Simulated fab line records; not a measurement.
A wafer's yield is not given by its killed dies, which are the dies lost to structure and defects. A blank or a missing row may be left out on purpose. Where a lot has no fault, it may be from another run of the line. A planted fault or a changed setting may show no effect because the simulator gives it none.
Which tool was responsible? -- flow n5_finfet -- 32 wafers from 11 lots sampled at 3 of the route's 1938 steps

WHAT THE GAUGES SHOWED, per wafer
N5_BEOL_M4_THK_MEAS_53: measures by xrf.
lot,measured,on,M4_THK (nm)
L808,day 8 07:56,film_metro-01,40.5 41.3 41.6
L810,day 8 19:22,film_metro-02,41.0 42.1 42.0
L811,day 9 07:31,film_metro-02,40.9 38.8 39.5
L812,day 9 13:53,film_metro-01,39.9 41.0 39.9
L816,day 10 08:24,film_metro-01,40.9 41.4 39.7
L815,day 10 16:52,film_metro-02,40.7 40.2 40.9
L818,day 11 13:13,film_metro-01,41.5 41.4
L827,day 13 15:25,film_metro-01,40.0 39.3 38.3
L828,day 13 19:38,film_metro-01,39.4 39.4 41.2
L830,day 14 10:28,film_metro-01,40.3 39.4 39.8
L829,day 14 16:42,film_metro-01,39.5 38.6 38.3

TOOL THAT RAN EACH LOT (tool first, then ch and the chambers of the sampled wafers, then the start)
lot,N5_BEOL_M4_ANNEAL_82,N5_BEOL_M4_ANNEAL_89
L808,"pvd_sputter-02, day 8 05:58","pvd_sputter-02, day 8 06:25"
L810,"pvd_sputter-02, day 8 17:20","pvd_sputter-02, day 8 17:47"
L811,"pvd_sputter-02, day 9 05:29","pvd_sputter-02, day 9 05:56"
L812,"pvd_sputter-01, day 9 10:32","pvd_sputter-01, day 9 11:25"
L816,"pvd_sputter-01, day 10 04:41","pvd_sputter-01, day 10 05:34"
L815,"pvd_sputter-03, day 10 14:44","pvd_sputter-03, day 10 15:10"
L818,"pvd_sputter-03, day 11 11:11","pvd_sputter-03, day 11 11:38"
L827,"pvd_sputter-02, day 13 13:17","pvd_sputter-02, day 13 13:43"
L828,"pvd_sputter-02, day 13 17:37","pvd_sputter-02, day 13 18:04"
L830,"pvd_sputter-01, day 14 08:04","pvd_sputter-01, day 14 08:30"
L829,"pvd_sputter-03, day 14 14:45","pvd_sputter-03, day 14 15:11"
- N5_BEOL_M4_ANNEAL_82: time 240 s.
- N5_BEOL_M4_ANNEAL_89: time 240 s.

THE ANSWER, worked out from the rows above alone
Rule: usual is defined by the lots themselves. Put in order of their means at a reading, lots are off if they are a third of the lots or fewer, leave a main group of 4 or more, and stand apart from it by a gap of 3 or more times the standard deviation of the main group's means; of several such gaps the widest counts. A main group whose means are all the same, to the digits that the tables above print for the reading, isn't used. Also off: a lot with no number at a reading for which 4 or more lots have one. All remaining lots with rows at the step are treated as sound.
No lot is off at any reading shown: from this, nothing can be told.

WHAT THE SIMULATOR HAD INSERTED
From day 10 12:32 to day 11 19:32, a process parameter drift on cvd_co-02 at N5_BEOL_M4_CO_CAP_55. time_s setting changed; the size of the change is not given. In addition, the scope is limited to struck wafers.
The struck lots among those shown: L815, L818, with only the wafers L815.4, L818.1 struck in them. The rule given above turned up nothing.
